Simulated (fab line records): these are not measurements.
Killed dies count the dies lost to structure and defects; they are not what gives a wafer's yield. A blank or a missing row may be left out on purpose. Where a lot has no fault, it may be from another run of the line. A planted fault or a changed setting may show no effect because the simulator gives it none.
Split-lot experiment	flow n5 finfet	on a route of 1938 steps: 7 lots, 39 wafers read

## THE SPLIT ITSELF
At N5_SD_EPI_N_ETCH_45 (etches SiOCN in CH3F/O2, target depth 6 nm), the setting target depth a was moved away from the recipe's 60 angstrom on 12 of the 39 wafers read, by -22.9% to +55.0%. This setting was run at the recipe's value on the other wafers.

The reading is taken at the split's own step.

## THE READING
etch.depth nm (the simulator's own value, which no gauge read), in nm, at N5_SD_EPI_N_ETCH_45 (etches SiOCN in CH3F/O2, target depth 6 nm). The file does not state a usual value for it. The 27 wafers here that ran the recipe average 5.986 nm, standard deviation 0.094 nm.

wafer	tool, chamber at the split	target depth a as run, angstrom	against the recipe	etch.depth nm, nm	against lot-mates on the recipe
L076.1	rie diel-06, 1	60	recipe	5.815	-
L076.2	rie diel-06, 2	93.02	+55.0%	9.39	+3.404
L076.3	rie diel-06, 0	60	recipe	6.11	-
L076.4	rie diel-06, 3	93.02	+55.0%	9.175	+3.189
L076.5	rie diel-06, 1	93.02	+55.0%	9.045	+3.059
L076.6	rie diel-06, 0	60	recipe	6.034	-
L081.2	rie diel-04, 2	60	recipe	5.881	-
L081.3	rie diel-04, 3	60	recipe	6	-
L081.5	rie diel-04, 2	60	recipe	5.855	-
L083.1	rie diel-02, 1	60	recipe	5.981	-
L083.2	rie diel-02, 0	46.28	-22.9%	4.735	-1.261
L083.3	rie diel-02, 3	60	recipe	6.022	-
L083.4	rie diel-02, 2	60	recipe	5.984	-
L083.5	rie diel-02, 1	46.28	-22.9%	4.6	-1.396
L083.6	rie diel-02, 0	46.28	-22.9%	4.744	-1.252
L084.1	rie diel-04, 1	60	recipe	6.185	-
L084.2	rie diel-04, 0	60	recipe	6.003	-
L084.3	rie diel-04, 2	80.11	+33.5%	7.943	+1.896
L084.4	rie diel-04, 2	60	recipe	5.953	-
L084.5	rie diel-04, 1	80.11	+33.5%	8.249	+2.202
L084.6	rie diel-04, 0	80.11	+33.5%	7.944	+1.897
L086.1	rie diel-06, 0	60	recipe	6.021	-
L086.2	rie diel-06, 3	73.21	+22.0%	7.191	+1.179
L086.3	rie diel-06, 2	73.21	+22.0%	7.37	+1.358
L086.4	rie diel-06, 2	60	recipe	6.002	-
L086.5	rie diel-06, 3	73.21	+22.0%	7.179	+1.167
L086.6	rie diel-06, 0	60	recipe	6.012	-
L090.1	rie diel-04, 0	60	recipe	6	-
L090.2	rie diel-04, 3	60	recipe	5.964	-
L090.3	rie diel-04, 1	60	recipe	6.182	-
L090.4	rie diel-04, 2	60	recipe	5.985	-
L090.5	rie diel-04, 3	60	recipe	5.983	-
L090.6	rie diel-04, 2	60	recipe	5.949	-
L096.1	rie diel-06, 2	60	recipe	5.925	-
L096.2	rie diel-06, 3	60	recipe	5.789	-
L096.3	rie diel-06, 0	60	recipe	6.081	-
L096.4	rie diel-06, 2	60	recipe	5.979	-
L096.5	rie diel-06, 3	60	recipe	5.843	-
L096.6	rie diel-06, 0	60	recipe	6.075	-

THE FIT
A straight line over all 39 wafers: etch.depth nm changes by +0.0587 nm for each +1% of target depth a; r = +1.00; the points scatter about the line by 0.11 nm.
The same after taking each lot's own level away (the mean of its wafers on the recipe; 39 wafers): +0.0583 nm for each +1%; r = +1.00; scatter 0.1 nm.
According to that fit, moving target depth a by its largest amount changes the reading by 3.2 nm.
Across the lots, their own levels run from 5.9120 to 6.0470 nm, a range of 1.4 times the standard deviation given above.
The two slopes are in agreement: the lot-to-lot level therefore moves the slope only a little.
Check: +3.16 nm against its lot-mates is what the line predicts for one of the wafers moved furthest among these (+55.0%) when that wafer is left out of the fit. Against them it came out at +3.4 nm.

## FURTHER SPLITS ON THESE WAFERS
Other splits were also applied to these wafers ahead of the reading. Each is held against what the fit with the lots' levels taken away leaves over:
other split on the same wafers	wafers away from the commonest value	r with etch.depth nm (lot level and that fit taken away)
N5_FIN_SAQP_SPACER2_ALD_28 target thk a	12	-0.15

## FILE'S OWN FIT
etch.depth nm changes by +0.0583 nm for each +1% of target depth a, r = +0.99.
